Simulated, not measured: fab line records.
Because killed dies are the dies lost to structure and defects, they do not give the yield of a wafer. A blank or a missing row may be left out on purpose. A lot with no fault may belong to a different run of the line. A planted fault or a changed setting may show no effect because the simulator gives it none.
fab line records	flow nand-harc
record lots=6	wafers=17	last-day=32
route steps=1302 shown A_CHANNEL_HOLE_D2@576 END@1302
lots with no fault: from the same line, run without faults
start-h: start of the lot's first displayed wafer, in hours after the record's first day	wait-h: time in hours since the lot's previous step	" the same as in the row above	L1.1+2: a single row standing in for several wafers	- no value, or no start was given	* or withheld: withheld	< > ~ a bound
route shown NAME@n: names a module that has steps shown in the file, with the first one's number in the route	usual: average and standard deviation across the fault-free wafers	same: alike in all rows	chamber/n: place in a boat	sites: readings site by site	_std_site: how widely they spread, as a standard deviation	_edge_site: the outer-site mean with the inner-site mean subtracted	radius-mm: for every site, how far away it sits from the centre of the wafer	mask NAME#n: copy n	behind: the tool/chamber that last shaped the wafer	hold: reason for holding the lot/hours on hold/outcome of the hold	device: the transistor (n, p or np) that didn't switch	end of line: the route-end tests of the same wafers	where a step has no rows: the recipe by itself	killed: the dies lost at the first sort to structure and to defects; this is not the yield of the wafer	map: per-die view of a wafer (x killed, . not killed, _ where there is no die)
set.NAME: the setting that was run; set.NAME@STEP: the one run at that earlier step	model.NAME: the simulator's own value behind a step, which no gauge read
certain route steps with their lots: each step a table, each wafer a row
services: when a tool's chamber went out of use (start-h, in hours from the record's first day, below 0 if earlier), for how many hours, and the reason
## steps
# step NHARC_A_CHANNEL_HOLE_D2_COAT_04
# recipe spin-rpm=1500	resist-thk-nm=90
# step NHARC_A_CHANNEL_HOLE_D2_SOFTBAKE_05
# recipe temp-c=105	time-s=55
# step NHARC_A_CHANNEL_HOLE_D2_EBR_06
# step NHARC_A_CHANNEL_HOLE_D2_EXPOSE_07
# recipe na=1.35	target-cd-nm=100	sigma-outer=0.3	dose-mj=59.65	mask-id=HOLE_D2
# step NHARC_A_CHANNEL_HOLE_D2_PEB_08
# recipe peb-temp-c=100	peb-time-s=65
# step NHARC_A_CHANNEL_HOLE_D2_DEVELOP_09
# recipe develop-time-s=35	dev-temp-c=23
# step NHARC_A_CHANNEL_HOLE_D2_CD_MEAS_10
# recipe target-cd-nm=100	landing-energy-ev=500
# usual cd-nm=99.9/0.56
lot.wafer	tool	chamber	start-h	wait-h	cd-nm
L700.3	cd-sem-03	0	301.09	-	99.1
L700.4	"	0	"	"	98.9
L700.6	"	0	"	"	99.1
L706.2	cd-sem-01	0	370.53	-	99.6
L706.6	"	0	"	"	99.6
L707.2	cd-sem-03	0	371.98	-	99.6
L707.4	"	0	"	"	99.8
L707.5	"	0	"	"	99.6
L714.3	cd-sem-02	0	445.49	-	99.3
L714.5	"	0	"	"	98.9
L714.6	"	0	"	"	98.8
L716.2	cd-sem-01	0	478.09	-	98.8
L716.3	"	0	"	"	99.2
L716.6	"	0	"	"	99.4
L719.1	cd-sem-02	0	492.79	-	100.0
L719.2	"	0	"	"	99.4
L719.4	"	0	"	"	98.9
# step NHARC_A_CHANNEL_HOLE_D2_OVL_MEAS_11
# usual overlay-x-nm=0.0/0.83	overlay-y-nm=-0.2/1.1
lot.wafer	tool	chamber	start-h	wait-h	overlay-x-nm	overlay-y-nm
L700.3	overlay-01	-	301.17	-	0.6	0.8
L700.4	"	-	"	"	0.8	0.8
L700.6	"	-	"	"	1.1	1.1
L706.2	overlay-02	-	370.61	-	-1.6	-0.6
L706.6	"	-	"	"	-1.3	-0.3
L707.2	overlay-02	-	372.07	-	1.5	0.1
L707.4	"	-	"	"	0.6	0.3
L707.5	"	-	"	"	1.8	0.7
L714.3	overlay-01	-	445.57	-	0.1	-1.0
L714.5	"	-	"	"	-0.4	-0.6
L714.6	"	-	"	"	0.2	-1.5
L716.2	overlay-02	-	478.18	-	-0.3	-0.7
L716.3	"	-	"	"	-0.6	-0.6
L716.6	"	-	"	"	-0.7	-1.1
L719.1	overlay-01	-	492.88	-	0.2	0.4
L719.2	"	-	"	"	0.5	0.2
L719.4	"	-	"	"	0.2	0.6
# step NHARC_A_CHANNEL_HOLE_D2_INSPECT_12
# usual raw-defect-count=22/21
lot.wafer	tool	chamber	start-h	wait-h	raw-defect-count
L700.3	defect-inspect-01	-	301.21	0.0	59
L700.4	"	-	"	"	56
L700.6	"	-	"	"	51
L706.2	defect-inspect-02	-	370.65	0.0	59
L706.6	"	-	"	"	59
L707.2	defect-inspect-02	-	372.10	0.0	8
L707.4	"	-	"	"	11
L707.5	"	-	"	"	14
L714.3	defect-inspect-01	-	445.61	0.0	12
L714.5	"	-	"	"	13
L714.6	"	-	"	"	15
L716.2	defect-inspect-02	-	478.22	0.0	50
L716.3	"	-	"	"	53
L716.6	"	-	"	"	72
L719.1	defect-inspect-02	-	492.92	0.0	21
L719.2	"	-	"	"	24
L719.4	"	-	"	"	16
# step NHARC_A_CHANNEL_HOLE_D2_DESCUM_15
# recipe time-s=3	o2-flow-sccm=200	ar-flow-sccm=0	bias-power-w=0	chemistry=O2
# usual chamber-pressure-mTorr=60.00/0.054	drypump-motor-current-A=5.6/0.37	oes-product-au=1.000/0.01	rf-vpp-V=57.8/0.89	showerhead-plenum-p-Torr=1.91/0.082	throttle-valve-pct=11.310/0.0086
lot.wafer	tool	chamber	start-h	wait-h	chamber-pressure-mTorr	drypump-motor-current-A	oes-product-au	rf-hours-counter-h	rf-vpp-V	showerhead-plenum-p-Torr	throttle-valve-pct
L700.3	rie-diel-12	1	301.28	0.1	59.86	6.2	0.987	0.7	58.3	1.89	11.306
L700.4	"	3	"	"	59.87	5.9	0.998	1.2	58.2	1.83	11.314
L700.6	"	1	"	"	60.03	6.2	0.996	-	57.1	1.89	11.327
L706.2	rie-diel-12	3	370.73	0.1	60.06	5.9	1.006	5.0	58.3	1.83	11.300
L706.6	"	1	"	"	59.93	6.2	1.001	-	58.6	1.89	11.318
L707.4	rie-diel-12	1	372.18	0.1	60.06	6.3	0.995	4.9	57.4	1.89	11.311
L707.2	"	2	"	"	59.99	5.1	1.008	4.9	57.4	1.82	11.320
L707.5	"	3	"	"	59.95	5.9	1.005	-	56.2	1.83	11.315
L714.3	rie-diel-05	0	445.68	0.1	60.06	5.3	0.984	3.2	58.6	2.03	11.314
L714.6	"	0	"	"	59.97	5.3	0.975	-	59.8	2.03	11.311
L714.5	"	1	"	"	59.95	5.5	0.985	-	58.1	1.99	11.315
L716.3	rie-diel-02	0	478.28	0.1	60.01	5.5	1.001	4.5	56.8	1.81	11.307
L716.2	"	1	"	"	60.02	5.7	1.007	4.7	56.9	1.97	11.310
L716.6	"	0	"	"	60.01	5.5	1.005	-	56.2	1.81	11.314
L719.4	rie-diel-12	0	492.98	0.1	59.99	5.6	1.011	1.2	58.9	2.01	11.314
L719.1	"	2	"	"	60.02	5.1	0.995	2.0	56.3	1.82	11.313
L719.2	"	3	"	"	59.95	5.9	0.998	1.9	56.5	1.82	11.292
# step NHARC_A_CHANNEL_HOLE_D2_ETCH_38
# recipe target-depth-a=390	over-etch-frac=0.3	time-s=65	ion-energy-ev=80	cf4-flow-sccm=150	ar-flow-sccm=0	rf-w=300	bias-w=100	chemistry=CF4
# usual cf4-flow-sccm=150.0/0.46	chamber-pressure-mTorr=50.00/0.043	drypump-motor-current-A=5.6/0.37	oes-product-au=1.000/0.01	rf-vpp-V=151.3/1.2	showerhead-plenum-p-Torr=1.77/0.072	throttle-valve-pct=13.285/0.0094
lot.wafer	tool	chamber	start-h	wait-h	cf4-flow-sccm	chamber-pressure-mTorr	drypump-motor-current-A	oes-product-au	rf-hours-counter-h	rf-vpp-V	showerhead-plenum-p-Torr	throttle-valve-pct
L700.4	rie-diel-12	0	301.35	0.1	150.7	49.98	5.5	1.014	1.2	152.3	1.86	13.283
L700.3	"	1	"	"	149.7	50.02	6.2	0.996	0.7	150.7	1.75	13.279
L700.6	"	0	"	"	150.0	50.00	5.5	0.999	-	152.3	1.86	13.277
L706.2	rie-diel-12	3	370.81	0.1	150.8	49.96	5.9	1.002	5.0	150.9	1.69	13.287
L706.6	"	0	"	"	149.5	49.99	5.5	1.015	-	153.0	1.86	13.283
L707.4	rie-diel-12	0	372.25	0.1	149.3	49.94	5.5	1.016	5.6	151.7	1.86	13.273
L707.2	"	3	"	"	149.3	50.00	5.9	1.013	5.4	150.2	1.69	13.274
L707.5	"	0	"	"	149.2	49.92	5.5	1.008	-	154.2	1.86	13.286
L714.3	rie-diel-05	1	445.79	0.1	150.1	49.98	5.4	0.992	2.8	151.4	1.83	13.278
L714.6	"	0	"	"	149.8	50.03	5.2	0.989	-	152.4	1.87	13.280
L714.5	"	1	"	"	149.5	50.07	5.4	0.986	-	152.7	1.83	13.298
L716.3	rie-diel-02	3	478.36	0.1	150.2	49.99	5.2	0.995	4.3	152.0	1.82	13.278
L716.2	"	1	"	"	150.1	49.98	5.7	0.996	4.7	152.9	1.82	13.262
L716.6	"	0	"	"	150.6	49.99	5.5	1.002	-	150.0	1.68	13.299
L719.4	rie-diel-12	2	493.06	0.1	149.5	49.98	5.1	1.012	2.0	151.4	1.69	13.277
L719.1	"	3	"	"	150.8	49.96	5.9	1.009	2.0	148.9	1.69	13.288
L719.2	"	0	"	"	150.0	50.00	5.5	1.008	1.2	153.1	1.85	13.307
# step NHARC_A_CHANNEL_HOLE_D2_ETCH_39
# recipe target-depth-a=2600	over-etch-frac=0.3	time-s=325	ion-energy-ev=200	n2-flow-sccm=150	h2-flow-sccm=150	ar-flow-sccm=0	rf-w=400	bias-w=150	chemistry=N2/H2
# usual chamber-pressure-mTorr=29.996/0.026	drypump-motor-current-A=5.6/0.36	oes-product-au=0.999/0.011	rf-vpp-V=430.4/2.6	showerhead-plenum-p-Torr=2.04/0.092	throttle-valve-pct=14.171/0.0094
lot.wafer	tool	chamber	start-h	wait-h	chamber-pressure-mTorr	drypump-motor-current-A	oes-product-au	rf-hours-counter-h	rf-vpp-V	showerhead-plenum-p-Torr	throttle-valve-pct
L700.4	rie-diel-12	3	-	-	29.988	5.9	1.011	1.3	427.1	1.94	14.175
L700.3	"	0	"	"	30.005	5.5	1.005	1.3	433.7	2.15	14.168
L700.6	"	3	"	"	29.967	5.9	1.010	-	427.4	1.95	14.161
L706.2	rie-diel-12	1	-	-	30.004	6.2	0.990	4.4	428.6	2.01	14.164
L706.6	"	2	"	"	29.995	5.1	1.001	-	428.0	1.94	14.164
L707.2	rie-diel-12	3	-	-	29.964	5.9	1.009	5.5	427.9	1.94	14.173
L707.4	"	0	"	"	29.995	5.5	1.017	5.7	434.2	2.15	14.163
L707.5	"	0	"	"	30.005	5.5	1.004	-	432.9	2.15	14.183
L714.3	rie-diel-05	0	-	-	30.003	5.2	0.985	3.3	433.8	2.17	14.171
L714.6	"	0	"	"	29.983	5.2	0.986	-	432.6	2.17	14.168
L714.5	"	1	"	"	30.036	5.4	0.980	-	430.2	2.12	14.166
L716.2	rie-diel-02	2	-	-	30.006	5.3	1.003	1.9	426.7	1.94	14.154
L716.3	"	0	"	"	29.958	5.5	1.000	4.5	428.0	1.93	14.176
L716.6	"	2	"	"	30.026	5.3	1.002	-	427.9	1.94	14.158
L719.4	rie-diel-12	3	-	-	29.975	5.9	0.991	2.0	427.2	1.94	14.175
L719.2	"	0	"	"	30.034	5.5	1.011	1.3	434.0	2.15	14.177
L719.1	"	1	"	"	30.000	6.2	0.983	2.2	430.4	2.01	14.170
# step NHARC_A_CHANNEL_HOLE_D2_ETCH_34
# recipe target-depth-a=1540	time-s=77	cf4-flow-sccm=100	chf3-flow-sccm=30	ar-flow-sccm=0	rf-w=500	bias-w=200	chemistry=CF4/CHF3
# usual cf4-flow-sccm=100.0/0.31	chamber-pressure-mTorr=25.003/0.025	drypump-motor-current-A=5.6/0.37	oes-product-au=0.959/0.017	rf-vpp-V=370.4/2.2	showerhead-plenum-p-Torr=1.57/0.063	throttle-valve-pct=16.804/0.0079
lot.wafer	tool	chamber	start-h	wait-h	cf4-flow-sccm	chamber-pressure-mTorr	drypump-motor-current-A	oes-product-au	rf-hours-counter-h	rf-vpp-V	showerhead-plenum-p-Torr	throttle-valve-pct
L700.4	rie-diel-12	2	302.15	-	99.8	24.996	5.1	0.930	1.1	367.3	1.50	16.811
L700.3	"	1	"	"	100.2	25.024	6.3	0.928	0.8	370.6	1.56	16.814
L700.6	"	3	"	"	100.4	25.005	5.9	0.942	-	369.2	1.51	16.812
L706.2	rie-diel-12	2	371.14	-	100.1	24.937	5.1	0.962	4.6	367.6	1.50	16.813
L706.6	"	2	"	"	99.8	25.017	5.2	0.878	-	369.1	1.50	16.815
L707.2	rie-diel-12	2	372.60	-	100.4	24.990	5.1	0.986	5.0	369.3	1.50	16.803
L707.4	"	0	"	"	99.6	24.976	5.5	0.979	5.9	374.1	1.65	16.791
L707.5	"	1	"	"	100.3	24.976	6.2	0.889	-	369.8	1.56	16.799
L714.3	rie-diel-05	1	446.22	-	100.7	25.028	5.4	0.951	-	370.4	1.63	16.782
L714.6	"	2	"	"	100.5	25.040	5.6	0.960	-	369.7	1.52	16.801
L714.5	"	1	"	"	100.3	24.968	5.5	0.946	-	371.6	1.63	16.812
L716.2	rie-diel-02	1	478.70	-	100.0	25.013	5.7	0.942	4.8	372.6	1.62	16.805
L716.3	"	0	"	"	100.1	24.976	5.5	0.947	4.6	367.2	1.50	16.800
L716.6	"	1	"	"	99.8	25.013	5.7	0.941	-	372.5	1.62	16.805
L719.1	rie-diel-12	0	493.41	-	100.0	24.979	5.5	0.974	1.4	372.8	1.65	16.793
L719.4	"	1	"	"	100.2	25.005	6.2	0.956	2.2	369.0	1.55	16.807
L719.2	"	2	"	"	99.8	24.986	5.1	0.971	2.2	367.5	1.50	16.805
# step NHARC_A_CHANNEL_HOLE_D2_ETCH_16
# recipe target-depth-a=31000	over-etch-frac=0.3	time-s=806	ion-energy-ev=150	o2-flow-sccm=400	cos-flow-sccm=20	ar-flow-sccm=0	rf-w=500	bias-w=300	chemistry=O2/COS
# usual chamber-pressure-mTorr=19.999/0.019	drypump-motor-current-A=5.6/0.38	oes-product-au=1.000/0.011	rf-vpp-V=314.1/1.9	showerhead-plenum-p-Torr=3.12/0.13	throttle-valve-pct=28.329/0.0094
lot.wafer	tool	chamber	start-h	wait-h	chamber-pressure-mTorr	drypump-motor-current-A	oes-product-au	rf-hours-counter-h	rf-vpp-V	showerhead-plenum-p-Torr	throttle-valve-pct
L700.3	rie-diel-12	3	-	-	19.975	5.9	1.010	1.6	312.2	2.99	28.331
L700.4	"	0	"	"	19.967	5.5	1.008	1.4	316.2	3.28	28.331
L700.6	"	2	"	"	19.990	5.1	1.015	-	312.9	2.98	28.333
L706.2	rie-diel-12	1	-	-	20.018	6.3	1.000	4.6	313.4	3.09	28.340
L706.6	"	0	"	"	20.013	5.5	1.016	-	316.3	3.28	28.348
L707.2	rie-diel-12	2	-	-	19.991	5.1	1.005	5.2	312.8	2.98	28.326
L707.4	"	1	"	"	20.013	6.2	0.986	5.2	315.5	3.09	28.339
L707.5	"	3	"	"	19.964	5.9	0.998	-	312.6	2.99	28.314
L714.3	rie-diel-05	2	-	-	19.998	5.6	1.000	-	311.4	3.02	28.333
L714.6	"	1	"	"	20.026	5.4	0.991	-	315.0	3.24	28.327
L714.5	"	2	"	"	20.021	5.6	1.011	-	312.9	3.02	28.335
L716.2	rie-diel-02	2	-	-	20.017	5.3	1.023	2.2	312.1	2.97	28.323
L716.3	"	0	"	"	20.012	5.5	1.003	4.7	312.2	2.97	28.334
L716.6	"	2	"	"	20.012	5.3	1.006	-	311.9	2.98	28.338
L719.1	rie-diel-12	2	-	-	19.996	5.1	1.008	2.3	311.5	2.97	28.327
L719.4	"	3	"	"	19.987	5.9	1.000	2.3	311.0	2.98	28.324
L719.2	"	0	"	"	20.017	5.6	1.007	1.6	316.4	3.28	28.319
# step NHARC_END_SORT_01
# recipe temp-c=25
# usual killed-at-array=57/20	killed-at-other=1.0/1.5	killed-at-periphery=3.5/2.5	killed-dies=62/21	killed-open=3.5/1.9	killed-short=2.4/1.6
# same gross-dies=677
lot.wafer	tool	chamber	start-h	wait-h	killed-at-array	killed-at-other	killed-at-periphery	killed-dies	killed-open	killed-short
L706.6	prober-02	0	646.23	4.0	665	0	5	670	6	7
L707.5	prober-01	0	648.79	3.7	645	0	3	648	4	1
# killed by level:class
L706.6 A_CHANNEL_HOLE_D2:area-etch=610 A_CHANNEL_HOLE_D1:chamber-film-flake=34 A_CHANNEL_HOLE_D2:chamber-film-flake=9 P_M1:geometric-particle:open=2 A_CHANNEL_FILL_D2:geometric-particle:short=2 A_CHANNEL_FILL_D1:chamber-film-flake=2 P_CONTACT:geometric-particle:short=1 P_M0:geometric-particle:short=1
L707.5 A_CHANNEL_HOLE_D2:area-etch=568 A_CHANNEL_HOLE_D2:chamber-film-flake=32 A_SLIT:chamber-film-flake=30 A_CHANNEL_HOLE_D1:chamber-film-flake=6 P_ZERO_WELL:chamber-film-flake=2 A_CHANNEL_FILL_D1:chamber-film-flake=2 A_DECK1_JOINT:chamber-film-flake=2 P_M1:geometric-particle:open=1
# map L706.6 (x killed, . not)
____________x____________
_________xxxxxxx_________
_______xxxxxxxxxxx_______
______xxxxxxxxxxxxx______
_____xxxxxxxxxxxxxxx_____
____xxxxxxxxxxxxxxxxx____
____xxxxxxxxxxxxxxxxx____
___xxxxxxxxxxxxxxxxxxx___
___xxxxxxxxxxxxxxxxxxx___
__xxxxxxxxxxxxxxxxxxxxx__
__xxxxxxxxxxxxxxxxxxxxx__
_xxxxxxxxxxxxxxxxxxxxxxx_
_xxxxxxxxxxxxxxxxxxxxxxx_
_xxxxxxxxxxxxxxxxxxxxxx._
_xxxxxxxxxxxxxxxxxxxxxxx_
_xxxxxxxxxxxxxxxxxxxxxxx_
xxxxxxxxxxxxxxxxxxxxxxxxx
xxxxxxxxxxxxxxxxxxxxxxxxx
xxxxxxxxxxxxxxxxxxxxxxxxx
xxxxxxxxxxxxxxxxxxxxxxxxx
xxxxxxxxxxxxxxxxxxxxxxxx.
_xxxxxxxxxxxxxxxxxxxxxxx_
_xxxxxxxxxxxxxxxxxxx.xxx_
_xxxxxxxxxxxxxxxxxxxxxxx_
_xxxxxxxxxxxxxxxxxxxxxxx_
_xxxxxxxxxxxxxxxxxxxxxxx_
__xxxxxxxxxxxx.xxxxxxxx__
__xxxxxxxxxxxxxxxxxxxxx__
___xxxxxxxxxxxxxxxxxxx___
___xxxxxxxxxxx.xxxxxxx___
____xxxxxxxxxxxxxxxxx____
____xxxxxxxxxxxxxxxxx____
_____xxxxxxxx.xx.xxx_____
______xxxxxxxxxxxxx______
_______xxxxxxxxxxx_______
_________xxxxxxx_________
____________x____________
# map L707.5 (x killed, . not)
____________x____________
_________xxxxxxx_________
_______xxxxxxxxxxx_______
______xxxxxxxxxxxxx______
_____xxxxxxxxxxxxxxx_____
____xxxxxxxxxxxxxxxxx____
____xxxxxxxxxxxxxxxxx____
___xxxxxxxx.xxxxxxxxxx___
___xxxx.xxx.xxxxxxxxxx___
__xxxxxxxxxxxxxxxxxxxxx__
__xxxxx.xxxxxxxxxxxxxxx__
_xxxxxxxxxxx.xxxxxxxxxxx_
_xxxxxx.x.xxxxxxxxxxxxxx_
_xxxx.xxxxxxxxxxxx.xxxxx_
_xxxxxx.xxxxx.xxxxxxxxxx_
_xxxxxxxxxxxxxxxxxxxxxxx_
xxxxx..xxxxxxx.xxxxxxxxxx
xxxxxxxx.xxxxx.xxxxxxxxxx
xxxxxxxx......xxxxxxxxxxx
xxxxxxxxx.xxxxxxxxxxxxxxx
xxxxxxxxxxxxxxx.xxxxxxxxx
_xxxxxxxxxxxx.xxxxxxxxxx_
_xxxxxxxxxxxxxxx.xxxxxxx_
_xxxxxxxxxxxxxxxxxxxxxxx_
_xxxxxxxx..xxxxxxxxxxxxx_
_xxxxxxxxxxxxxxxxxxxxxxx_
__xxxxxxxxxxxxxxxxxxxxx__
__xxxxxxxxxxxxxxxxxxxxx__
___xxxx.xxxxxxxxxxxxxx___
___xxxxxxxxxxxxxxxxxxx___
____xxxxxxxxxxxxxxxxx____
____xxxxxxxxxxxxxxxxx____
_____xxxxxxxxxxxxxxx_____
______xxxxxxxxxxxxx______
_______xxxxxxxxxxx_______
_________xxxxxxx_________
____________x____________
## services
tool	chamber	start-h	hours	kind
rie-diel-12	0	277.40	-	clean
rie-diel-12	1	277.40	-	clean
rie-diel-12	2	277.40	-	clean
rie-diel-12	3	277.40	-	clean
rie-diel-12	1	287.32	1.9	repair
rie-diel-05	0	288.36	4.4	repair
rie-diel-12	0	301.90	-	clean
rie-diel-12	1	301.90	-	clean
rie-diel-12	2	301.90	-	clean
rie-diel-12	3	301.90	-	clean
rie-diel-12	0	326.40	-	clean
rie-diel-12	1	326.40	-	clean
rie-diel-02	2	333.14	15.6	repair
rie-diel-05	0	349.70	15.0	repair
rie-diel-05	3	377.54	7.5	repair
rie-diel-02	0	386.61	6.0	repair
rie-diel-02	-	393.70	9.0	pm
rie-diel-12	3	393.75	4.5	repair
rie-diel-05	-	406.71	9.0	pm
rie-diel-02	2	415.26	9.6	repair
rie-diel-02	2	431.89	5.2	repair
rie-diel-05	3	437.11	14.2	repair
rie-diel-12	-	445.40	9.0	pm
rie-diel-12	0	457.73	8.2	repair
## key
first-sign step=NHARC_A_CHANNEL_HOLE_D2_ETCH_34	reading=oes-product-au	direction=down	sigmas=4.4	usual=0.959	struck=0.883
effect step=NHARC_END_SORT_01	reading=killed-at-array	direction=up	sigmas=29	usual=57	struck=655
more-kills-born-at NHARC_A_CHANNEL_HOLE_D2_ETCH_34@rie-diel-12=1178
met-at NHARC_A_CHANNEL_HOLE_D2_ETCH_34
struck-wafers L706.6,L707.5
later-rows-left-out L706.6,L707.5
tester-left-out L706,L707
onset-between 302.15 371.14
fault kind=process-parameter-drift	tool=rie-diel-12	chamber=-	onset-h=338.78	steps=NHARC_A_CHANNEL_HOLE_D2_ETCH_34	channel=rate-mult	offset=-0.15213	shape=step	end-h=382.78	scope=struck-wafers-only
# tester-left-out: of these lots the tester's yield and bins aren't shown, on N5 and GAA mostly nor the transistor test; their killed dies are dies lost to structure and defects alone, not to doping, threshold or leakage, so they don't give the yield
# later-rows-left-out: the simulator's readings of these wafers behind a module that went badly wrong aren't trusted and aren't shown, but for the sort
